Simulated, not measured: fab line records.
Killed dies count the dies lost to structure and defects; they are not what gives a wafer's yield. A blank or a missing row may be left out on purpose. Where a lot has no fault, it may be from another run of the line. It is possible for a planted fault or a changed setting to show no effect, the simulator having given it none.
Matching of chambers || flow n5Finfet || rieDiel-03 running N5_BEOL_M8_STRIP_36: 4 sister chambers
The step strips in N2/H2. 8 wafers are shown with their chamber, then 7 later ones without.

## EACH WAFER AND ITS CHAMBER
{"wafer": "L083.1", "chamber": 0, "drypumpMotorCurrentA (A)": 6.1, "showerheadPlenumPTorr (Torr)": 2.49}
{"wafer": "L083.3", "chamber": 2, "drypumpMotorCurrentA (A)": 5.4, "showerheadPlenumPTorr (Torr)": 2.53}
{"wafer": "L084.6", "chamber": 3, "drypumpMotorCurrentA (A)": 6.3, "showerheadPlenumPTorr (Torr)": 2.45}
{"wafer": "L086.4", "chamber": 1, "drypumpMotorCurrentA (A)": 5.5, "showerheadPlenumPTorr (Torr)": 2.57}
{"wafer": "L086.5", "chamber": 1, "drypumpMotorCurrentA (A)": 5.4, "showerheadPlenumPTorr (Torr)": 2.57}
{"wafer": "L086.6", "chamber": 0, "drypumpMotorCurrentA (A)": 6.1, "showerheadPlenumPTorr (Torr)": 2.48}
{"wafer": "L092.1", "chamber": 3, "drypumpMotorCurrentA (A)": 6.3, "showerheadPlenumPTorr (Torr)": 2.44}
{"wafer": "L092.4", "chamber": 2, "drypumpMotorCurrentA (A)": 5.4, "showerheadPlenumPTorr (Torr)": 2.53}

## WAFERS WITHOUT THEIR CHAMBER
{"wafer": "L092.5", "drypumpMotorCurrentA (A)": 5.5, "showerheadPlenumPTorr (Torr)": 2.56}
{"wafer": "L094.2", "drypumpMotorCurrentA (A)": 6.3, "showerheadPlenumPTorr (Torr)": 2.44}
{"wafer": "L094.5", "drypumpMotorCurrentA (A)": 5.5, "showerheadPlenumPTorr (Torr)": 2.56}
{"wafer": "L094.6", "drypumpMotorCurrentA (A)": 5.4, "showerheadPlenumPTorr (Torr)": 2.53}
{"wafer": "L097.1", "drypumpMotorCurrentA (A)": 5.4, "showerheadPlenumPTorr (Torr)": 2.52}
{"wafer": "L097.2", "drypumpMotorCurrentA (A)": 6.1, "showerheadPlenumPTorr (Torr)": 2.47}
{"wafer": "L097.5", "drypumpMotorCurrentA (A)": 5.4, "showerheadPlenumPTorr (Torr)": 2.52}

## CHAMBER TAKEN BY EACH
{"wafer": "L092.5", "from the rows above": 1, "in truth": 1}
{"wafer": "L094.2", "from the rows above": 3, "in truth": 3}
{"wafer": "L094.5", "from the rows above": 1, "in truth": 1}
{"wafer": "L094.6", "from the rows above": 2, "in truth": 2}
{"wafer": "L097.1", "from the rows above": 2, "in truth": 2}
{"wafer": "L097.2", "from the rows above": 0, "in truth": 0}
{"wafer": "L097.5", "from the rows above": 2, "in truth": 2}
Correctly placed: 7 of 7. Left unplaced by these rows: 0. Wrongly placed: 0.
How it was worked out, from the rows above alone: a wafer's distance from a chamber is the root of the sum, over the readings, of the square of ((its reading less the chamber's mean) divided by the reading's scatter). If the next closest chamber is less than 2 further off than the closest, the wafer can't be placed; otherwise it belongs to the closest. Each chamber's mean is taken over the wafers shown for it. The scatter is the square root of a quotient: the sum, over the shown wafers, of each reading's squared deviation from its chamber's mean, divided by wafers minus chambers.
